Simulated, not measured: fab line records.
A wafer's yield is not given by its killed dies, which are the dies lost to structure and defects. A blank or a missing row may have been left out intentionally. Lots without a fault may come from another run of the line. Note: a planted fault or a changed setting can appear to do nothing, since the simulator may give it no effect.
8D (eight disciplines) problem report, filled in by code / flow n5Finfet / the parts of the form that need people (team, actions taken, sign-off) are left out

== 1. THE PROBLEM ==
Mean of rawDefectCount at N5_BEOL_M6_INSPECT_58: 629 across 9 wafers in 3 lots; on wafers with no fault it is 70 (standard deviation 25). Relative to the usual mean, that is a shift of +22 standard deviations.
The step: inspects for defects (darkfield).
First seen on wafer L433.2, day 10 15:06, on defectInspect-02. The record has a number at this step for 30 wafers belonging to 10 lots. The rule behind "out" and "out of limits": a value lying over 4 standard deviations away from the usual mean. All remaining wafers that have a number are taken as sound.

== 2. WHAT IT IS AND WHAT IT IS NOT ==
question=which readings at this step | is=rawDefectCount | is not=-
question=which lots | is=L433, L434, L437 | is not=L428, L429, L432, L443, L445, L446, L448
question=which wafers of those lots | is=all that have a number | is not=-
question=read on which gauges | is=defectInspect-01, defectInspect-02 | is not=-
question=when | is=from day 10 15:06 | is not=up to then (9 sound wafers); but 12 sound wafers of L443, L445, L446, L448 came after

== 3. THE SUSPECTS, EACH WITH WHAT RULES IT OUT ==
Counting: a tool at a process step up to the reading stays a suspect if it ran every lot that is out and no sound lot after the first of them.
- the gauge at N5_BEOL_M6_INSPECT_58 is ruled out. Those wafers that are out were read across 2 gauges (defectInspect-01, defectInspect-02).
- pecvd-04 at N5_BEOL_M6_PRE_CLEAN_55 (time 15 s): kept. Every lot that is out went through it, starting with L433 (day 10 14:59), and after that it ran no sound lot; the last sound lot it ran before then is L432 (day 10 14:17).
Left after counting: pecvd-04 at N5_BEOL_M6_PRE_CLEAN_55.

== 4. THE CAUSE (what the simulator had put in) ==
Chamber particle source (pecvd-04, N5_BEOL_M6_PRE_CLEAN_55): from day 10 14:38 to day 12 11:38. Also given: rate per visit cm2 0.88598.
This tool alone remained once counting was done.

== 5. THE EFFECT CHAIN, in route order ==
One row per reading whose mean, taken over the struck wafers that have a number, lies over 3 standard deviations from the usual. Only readings whose record carries a usual standard deviation are examined. hours: median over the lots of the time between each lot's start at the first step of this table that gives one and its start at this step. sigmas: the change, counted in usual standard deviations.
hours=0; step=N5_BEOL_M6_INSPECT_58; reading=rawDefectCount; usual=70; on struck wafers=629; change=+559; sigmas=+22
hours=2; step=N5_BEOL_M7_INSPECT_13; reading=rawDefectCount; usual=407; on struck wafers=970; change=+563; sigmas=+6.2
hours=83; step=N5_PASSIVATION_PROBE_49; reading=defectLimitedYield; usual=91.3 %; on struck wafers=85.0; change=-6.3; sigmas=-4.2
hours=83; step=N5_PASSIVATION_PROBE_49; reading=killed_at_M4_up; usual=13; on struck wafers=96; change=+83; sigmas=+16
hours=83; step=N5_PASSIVATION_PROBE_49; reading=killedDies; usual=103; on struck wafers=177; change=+74; sigmas=+4.4
hours=83; step=N5_PASSIVATION_PROBE_49; reading=killedOnRim; usual=14; on struck wafers=27; change=+13; sigmas=+3.2
hours=83; step=N5_PASSIVATION_PROBE_49; reading=sort_bin_5_function; usual=5.1 %; on struck wafers=9.5; change=+4.4; sigmas=+4.4
hours=83; step=N5_PASSIVATION_PROBE_49; reading=sortNPass; usual=1077; on struck wafers=1003; change=-74; sigmas=-4.4
hours=83; step=N5_PASSIVATION_PROBE_49; reading=sortYieldPct; usual=91.3 %; on struck wafers=85.0; change=-6.3; sigmas=-4.2
Here are the process steps it includes:
- N5_PASSIVATION_PROBE_49
Later measuring or inspecting steps at which every struck wafer that the step has a row for has a number for every such reading, and none has moved that far: N5_BEOL_M7_THK_MEAS_01.

== 6. WHAT WOULD HAVE CAUGHT IT SOONER ==
In this record the first reading out of limits at a measuring or inspecting step was taken at day 10 15:06, 0 hours after the fault began at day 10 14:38.
Lots out: 3; of these, L434, L437 started N5_BEOL_M6_PRE_CLEAN_55 on pecvd-04 after day 10 15:06. A hold on the tool at that time would have spared those 2.
